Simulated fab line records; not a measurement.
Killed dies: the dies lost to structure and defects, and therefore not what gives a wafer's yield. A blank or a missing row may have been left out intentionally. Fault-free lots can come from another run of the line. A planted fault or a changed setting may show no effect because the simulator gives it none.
fab line records    flow nandHarc
record: lots: 6  wafers: 18  lastDay: 26
route steps=1159 shown A_ONON_D1@424 END@1159
lots that met no fault: taken from a fault-free run of the same line
startH: the number of hours between the record's first day and the start of the first shown wafer of the lot    waitH: time in hours since the lot's previous step    " the same as in the row above    L1.1+2: one row covering several wafers at once    - no value present, or no start provided    * or withheld: withheld    < > ~ a bound
route shown NAME@n: NAME is a module with steps in the file, n the number in the route of the first one    usual: the fault-free wafers' mean and standard deviation    same: alike in all rows    chamber/n: place in a boat    sites: the reading at each site    _std_site: standard deviation of those values    _edge_site: the outer-site mean with the inner-site mean subtracted    radiusMm: for every site, how far away it sits from the centre of the wafer    mask NAME#n: copy n    behind: the most recent tool/chamber to have shaped the wafer    hold: the reason the lot was held/the length of the hold in hours/how it ended    device: transistor that didn't switch, given as n, p or np    end of line: the same wafers' tests at the end of the route    where a step has no rows: the recipe by itself    killed: not the wafer's yield, but the dies lost to structure and defects at the first sort    map: shows each die of a wafer: x if killed, . if not, _ if none is there
set.NAME: the setting as run; set.NAME@STEP: as run at that earlier step    model.NAME: the simulator's own value behind a step, which no gauge read
lots at selected steps of the route; one table per step, one row per wafer
services: the hour from which a tool's chamber was out of use, counted from the record's first day as startH (under 0 if before that day), plus the number of hours and why
== steps ==
step: NHARC_A_ONON_D1_DEP_00
recipe: targetThkA: 10000  n2FlowSccm: 2750  n2oFlowSccm: 2000  nh3FlowSccm: 500  sih4FlowSccm: 210  tempC: 400
step: NHARC_A_ONON_D1_THK_MEAS_02
recipe: thkMeasGauge: ellipsometry
usual: thkNm: 998/10
lot.wafer  tool          chamber  startH  waitH  thkNm
L594.2     filmMetro-01  -        168.42  -      1004
L594.5     "             -        "       "      1001
L594.6     "             -        "       "      1004
L593.1     filmMetro-02  -        168.43  -      1015
L593.4     "             -        "       "      1015
L593.5     "             -        "       "      1015
L609.2     filmMetro-01  -        265.74  -      1006
L609.5     "             -        "       "      1007
L609.6     "             -        "       "      1008
L612.2     filmMetro-02  -        272.98  -      989
L612.3     "             -        "       "      990
L612.4     "             -        "       "      990
L611.3     filmMetro-02  -        277.33  -      985
L611.4     "             -        "       "      984
L611.6     "             -        "       "      985
L615.1     filmMetro-02  -        301.24  -      991
L615.2     "             -        "       "      995
L615.5     "             -        "       "      993
step: NHARC_A_ONON_D1_DEP_03
recipe: targetThkA: 10000  n2FlowSccm: 2750  n2oFlowSccm: 2000  nh3FlowSccm: 500  sih4FlowSccm: 210  tempC: 400
step: NHARC_A_ONON_D1_THK_MEAS_05
recipe: thkMeasGauge: ellipsometry
usual: thkNm: 999/10
lot.wafer  tool          chamber  startH  waitH  thkNm
L594.2     filmMetro-01  -        168.99  -      1016
L594.5     "             -        "       "      1016
L594.6     "             -        "       "      1017
L593.1     filmMetro-02  -        168.99  -      1003
L593.4     "             -        "       "      1003
L593.5     "             -        "       "      1003
L609.2     filmMetro-02  -        266.31  -      1014
L609.5     "             -        "       "      1014
L609.6     "             -        "       "      1014
L612.2     filmMetro-02  -        273.55  -      1000
L612.3     "             -        "       "      1000
L612.4     "             -        "       "      1000
L611.3     filmMetro-02  -        277.92  -      995
L611.4     "             -        "       "      997
L611.6     "             -        "       "      996
L615.1     filmMetro-02  -        301.81  -      995
L615.2     "             -        "       "      995
L615.5     "             -        "       "      994
step: NHARC_A_ONON_D1_DEP_06
recipe: targetThkA: 10000  n2FlowSccm: 2750  n2oFlowSccm: 2000  nh3FlowSccm: 500  sih4FlowSccm: 210  tempC: 400
step: NHARC_A_ONON_D1_THK_MEAS_08
recipe: thkMeasGauge: ellipsometry
usual: thkNm: 1001/11
lot.wafer  tool          chamber  startH  waitH  thkNm
L593.1     filmMetro-02  -        169.55  -      979
L593.4     "             -        "       "      980
L593.5     "             -        "       "      981
L594.2     filmMetro-01  -        169.56  -      1004
L594.5     "             -        "       "      1004
L594.6     "             -        "       "      1003
L609.2     filmMetro-02  -        266.87  -      1019
L609.5     "             -        "       "      1020
L609.6     "             -        "       "      1019
L612.2     filmMetro-02  -        274.11  -      992
L612.3     "             -        "       "      992
L612.4     "             -        "       "      992
L611.3     filmMetro-01  -        278.49  -      986
L611.4     "             -        "       "      985
L611.6     "             -        "       "      985
L615.1     filmMetro-02  -        302.38  -      1027
L615.2     "             -        "       "      1028
L615.5     "             -        "       "      1026
step: NHARC_A_ONON_D1_DEP_09
recipe: targetThkA: 10000  n2FlowSccm: 2750  n2oFlowSccm: 2000  nh3FlowSccm: 500  sih4FlowSccm: 210  tempC: 400
step: NHARC_A_ONON_D1_THK_MEAS_11
recipe: thkMeasGauge: ellipsometry
usual: thkNm: 1002/9
lot.wafer  tool          chamber  startH  waitH  thkNm
L593.1     filmMetro-01  -        170.12  -      1005
L593.4     "             -        "       "      1006
L593.5     "             -        "       "      1006
L594.2     filmMetro-02  -        170.15  -      1002
L594.5     "             -        "       "      1003
L594.6     "             -        "       "      1002
L609.2     filmMetro-01  -        267.44  -      1003
L609.5     "             -        "       "      1001
L609.6     "             -        "       "      1002
L612.2     filmMetro-01  -        274.68  -      1003
L612.3     "             -        "       "      1001
L612.4     "             -        "       "      1003
L611.3     filmMetro-01  -        279.06  -      1025
L611.4     "             -        "       "      1025
L611.6     "             -        "       "      1024
L615.1     filmMetro-02  -        302.95  -      1005
L615.2     "             -        "       "      1007
L615.5     "             -        "       "      1007
step: NHARC_A_ONON_D1_DEP_12
recipe: targetThkA: 10000  n2FlowSccm: 2750  n2oFlowSccm: 2000  nh3FlowSccm: 500  sih4FlowSccm: 210  tempC: 400
step: NHARC_A_ONON_D1_THK_MEAS_14
recipe: thkMeasGauge: ellipsometry
usual: thkNm: 997/8.6
lot.wafer  tool          chamber  startH  waitH  thkNm
L593.1     filmMetro-01  -        170.68  -      993
L593.4     "             -        "       "      993
L593.5     "             -        "       "      993
L594.2     filmMetro-02  -        170.71  -      1007
L594.5     "             -        "       "      1006
L594.6     "             -        "       "      1007
L609.2     filmMetro-02  -        268.09  -      986
L609.5     "             -        "       "      984
L609.6     "             -        "       "      984
L612.2     filmMetro-01  -        275.25  -      996
L612.3     "             -        "       "      996
L612.4     "             -        "       "      997
L611.3     filmMetro-02  -        279.62  -      992
L611.4     "             -        "       "      992
L611.6     "             -        "       "      994
L615.1     filmMetro-02  -        303.52  -      1020
L615.2     "             -        "       "      1020
L615.5     "             -        "       "      1019
step: NHARC_A_ONON_D1_ANNEAL_15
recipe: tempC: 750  timeS: 3600
step: NHARC_A_ONON_D1_DEP_16
recipe: targetThkA: 10000  n2FlowSccm: 2750  n2oFlowSccm: 2000  nh3FlowSccm: 500  sih4FlowSccm: 210  tempC: 400
lot.wafer   tool          chamber  startH  waitH
L593.1+4+5  pecvdOnon-04  0        177.36  0.1
L594.2+5+6  pecvdOnon-02  0        177.42  0.1
L609.2+5+6  pecvdOnon-04  0        277.24  0.1
L612.2+3+4  pecvdOnon-02  0        284.16  0.1
L611.3+4+6  pecvdOnon-04  0        284.22  0.2
L615.1+2+5  pecvdOnon-02  0        310.12  0.1
step: NHARC_A_ONON_D1_THK_MEAS_18
recipe: thkMeasGauge: ellipsometry
usual: thkNm: 996/9.5
lot.wafer  tool          chamber  startH  waitH  thkNm
L593.1     filmMetro-02  -        177.87  -      985
L593.4     "             -        "       "      985
L593.5     "             -        "       "      986
L594.2     filmMetro-02  -        177.88  -      992
L594.5     "             -        "       "      992
L594.6     "             -        "       "      993
L609.2     filmMetro-02  -        277.71  -      1553
L609.5     "             -        "       "      1553
L609.6     "             -        "       "      1552
L612.2     filmMetro-01  -        284.61  -      973
L612.3     "             -        "       "      972
L612.4     "             -        "       "      971
L611.3     filmMetro-02  -        284.62  -      1555
L611.4     "             -        "       "      1557
L611.6     "             -        "       "      1554
L615.1     filmMetro-02  -        310.63  -      1012
L615.2     "             -        "       "      1012
L615.5     "             -        "       "      1010
step: NHARC_A_ONON_D1_DEP_19
recipe: targetThkA: 10000  n2FlowSccm: 2750  n2oFlowSccm: 2000  nh3FlowSccm: 500  sih4FlowSccm: 210  tempC: 400
step: NHARC_END_SORT_01
recipe: tempC: 25
usual: killedAtArray: 28/11  killedAtOther: 0.9/1.2  killedAtPeriphery: 2.6/2.1  killedDies: 31/11  killedOpen: 3.1/1.7  killedShort: 1.9/1.3
same: grossDies: 677
lot.wafer  tool       chamber  startH  waitH  killedAtArray  killedAtOther  killedAtPeriphery  killedDies  killedOpen  killedShort
L609.2     prober-02  0        606.89  2.7    676            0              1                  677         7           1
L609.5     prober-02  0        609.29  3.7    672            0              5                  677         1           1
L609.6     prober-02  0        610.09  4.0    676            0              1                  677         3           3
L611.3     prober-02  0        631.05  3.1    674            0              3                  677         5           1
L611.4     prober-02  0        631.85  3.4    675            0              2                  677         2           2
L611.6     prober-02  0        633.45  4.0    675            0              2                  677         4           3
killed by level:class
L609.2 A_ONON_D1:areaDep=634 A_CHANNEL_HOLE_D1:chamberFilmFlake=18 A_SLIT:chamberFilmFlake=8 A_CONTACT:chamberFilmFlake=4 A_ONON_D1:geometricParticle:open=3 A_STAIRCASE:chamberFilmFlake=3 A_CHANNEL_HOLE_D1:geometricParticle:open=1 A_CHANNEL_FILL_D1:geometricParticle:short=1
L609.5 A_ONON_D1:areaDep=637 A_CHANNEL_HOLE_D1:chamberFilmFlake=17 A_SLIT:chamberFilmFlake=9 A_CONTACT:chamberFilmFlake=7 P_M2:chamberFilmFlake=2 P_CONTACT:geometricParticle:short=1 A_CHANNEL_FILL_D1:geometricParticle:open=1 P_ZERO_WELL:chamberFilmFlake=1
L609.6 A_ONON_D1:areaDep=637 A_CHANNEL_HOLE_D1:chamberFilmFlake=18 A_SLIT:chamberFilmFlake=12 A_CHANNEL_FILL_D1:geometricParticle:short=3 A_CONTACT:chamberFilmFlake=2 A_ONON_D1:geometricParticle:open=1 A_CONTACT:geometricParticle:open=1 A_M0:geometricParticle:open=1
L611.3 A_ONON_D1:areaDep=629 A_CHANNEL_HOLE_D1:chamberFilmFlake=18 A_SLIT:chamberFilmFlake=11 A_CONTACT:chamberFilmFlake=7 A_ZERO_WELL:chamberFilmFlake=3 A_STAIRCASE:chamberFilmFlake=2 P_M0:geometricParticle:open=1 P_M1:geometricParticle:open=1
L611.4 A_ONON_D1:areaDep=610 A_CHANNEL_HOLE_D1:chamberFilmFlake=25 A_SLIT:chamberFilmFlake=22 A_CONTACT:chamberFilmFlake=7 A_STAIRCASE:chamberFilmFlake=5 A_ZERO_WELL:chamberFilmFlake=4 P_GATE:geometricParticle:open=1 P_M2:geometricParticle:open=1
L611.6 A_ONON_D1:areaDep=618 A_CHANNEL_HOLE_D1:chamberFilmFlake=19 A_SLIT:chamberFilmFlake=19 A_CONTACT:chamberFilmFlake=9 A_STAIRCASE:chamberFilmFlake=3 P_M1:geometricParticle:short=1 A_SOURCE_PLATE:geometricParticle:open=1 A_STAIRCASE:geometricParticle:open=1
map L609.2 (x killed, . not)
____________x____________
_________xxxxxxx_________
_______xxxxxxxxxxx_______
______xxxxxxxxxxxxx______
_____xxxxxxxxxxxxxxx_____
____xxxxxxxxxxxxxxxxx____
____xxxxxxxxxxxxxxxxx____
___xxxxxxxxxxxxxxxxxxx___
___xxxxxxxxxxxxxxxxxxx___
__xxxxxxxxxxxxxxxxxxxxx__
__xxxxxxxxxxxxxxxxxxxxx__
_xxxxxxxxxxxxxxxxxxxxxxx_
_xxxxxxxxxxxxxxxxxxxxxxx_
_xxxxxxxxxxxxxxxxxxxxxxx_
_xxxxxxxxxxxxxxxxxxxxxxx_
_xxxxxxxxxxxxxxxxxxxxxxx_
xxxxxxxxxxxxxxxxxxxxxxxxx
xxxxxxxxxxxxxxxxxxxxxxxxx
xxxxxxxxxxxxxxxxxxxxxxxxx
xxxxxxxxxxxxxxxxxxxxxxxxx
xxxxxxxxxxxxxxxxxxxxxxxxx
_xxxxxxxxxxxxxxxxxxxxxxx_
_xxxxxxxxxxxxxxxxxxxxxxx_
_xxxxxxxxxxxxxxxxxxxxxxx_
_xxxxxxxxxxxxxxxxxxxxxxx_
_xxxxxxxxxxxxxxxxxxxxxxx_
__xxxxxxxxxxxxxxxxxxxxx__
__xxxxxxxxxxxxxxxxxxxxx__
___xxxxxxxxxxxxxxxxxxx___
___xxxxxxxxxxxxxxxxxxx___
____xxxxxxxxxxxxxxxxx____
____xxxxxxxxxxxxxxxxx____
_____xxxxxxxxxxxxxxx_____
______xxxxxxxxxxxxx______
_______xxxxxxxxxxx_______
_________xxxxxxx_________
____________x____________
map L611.3 (x killed, . not)
____________x____________
_________xxxxxxx_________
_______xxxxxxxxxxx_______
______xxxxxxxxxxxxx______
_____xxxxxxxxxxxxxxx_____
____xxxxxxxxxxxxxxxxx____
____xxxxxxxxxxxxxxxxx____
___xxxxxxxxxxxxxxxxxxx___
___xxxxxxxxxxxxxxxxxxx___
__xxxxxxxxxxxxxxxxxxxxx__
__xxxxxxxxxxxxxxxxxxxxx__
_xxxxxxxxxxxxxxxxxxxxxxx_
_xxxxxxxxxxxxxxxxxxxxxxx_
_xxxxxxxxxxxxxxxxxxxxxxx_
_xxxxxxxxxxxxxxxxxxxxxxx_
_xxxxxxxxxxxxxxxxxxxxxxx_
xxxxxxxxxxxxxxxxxxxxxxxxx
xxxxxxxxxxxxxxxxxxxxxxxxx
xxxxxxxxxxxxxxxxxxxxxxxxx
xxxxxxxxxxxxxxxxxxxxxxxxx
xxxxxxxxxxxxxxxxxxxxxxxxx
_xxxxxxxxxxxxxxxxxxxxxxx_
_xxxxxxxxxxxxxxxxxxxxxxx_
_xxxxxxxxxxxxxxxxxxxxxxx_
_xxxxxxxxxxxxxxxxxxxxxxx_
_xxxxxxxxxxxxxxxxxxxxxxx_
__xxxxxxxxxxxxxxxxxxxxx__
__xxxxxxxxxxxxxxxxxxxxx__
___xxxxxxxxxxxxxxxxxxx___
___xxxxxxxxxxxxxxxxxxx___
____xxxxxxxxxxxxxxxxx____
____xxxxxxxxxxxxxxxxx____
_____xxxxxxxxxxxxxxx_____
______xxxxxxxxxxxxx______
_______xxxxxxxxxxx_______
_________xxxxxxx_________
____________x____________
== services ==
tool          chamber  startH  hours  kind
pecvdOnon-04  -        237.00  13.0   pm
pecvdOnon-02  -        292.13  13.0   pm
== key ==
firstSign: step: NHARC_A_ONON_D1_THK_MEAS_18  reading: thkNm  direction: up  sigmas: 58  usual: 996  struck: 1554
effect: step: NHARC_END_SORT_01  reading: killedAtArray  direction: up  sigmas: 60  usual: 28  struck: 675
moreKillsBornAt: NHARC_A_ONON_D1_DEP_16@pecvdOnon-04: 3765
metAt NHARC_A_ONON_D1_DEP_16
struckWafers L609.2,L609.5,L609.6,L611.3,L611.4,L611.6
laterRowsLeftOut L609.2,L609.5,L609.6,L611.3,L611.4,L611.6
testerLeftOut L609,L611
onsetBetween 177.36 277.24
fault: kind: processParameterDrift  tool: pecvdOnon-04  chamber: -  onsetH: 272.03  steps: NHARC_A_ONON_D1_DEP_16  channel: targetThkA  offset: *  shape: step  endH: 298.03  actsIn: *  stated: *
testerLeftOut: of these lots the tester's yield and bins aren't shown, on N5 and GAA mostly nor the transistor test; their killed dies are dies lost to structure and defects alone, not to doping, threshold or leakage, so they don't give the yield
laterRowsLeftOut: the simulator's readings of these wafers behind a module that went badly wrong aren't trusted and aren't shown, but for the sort
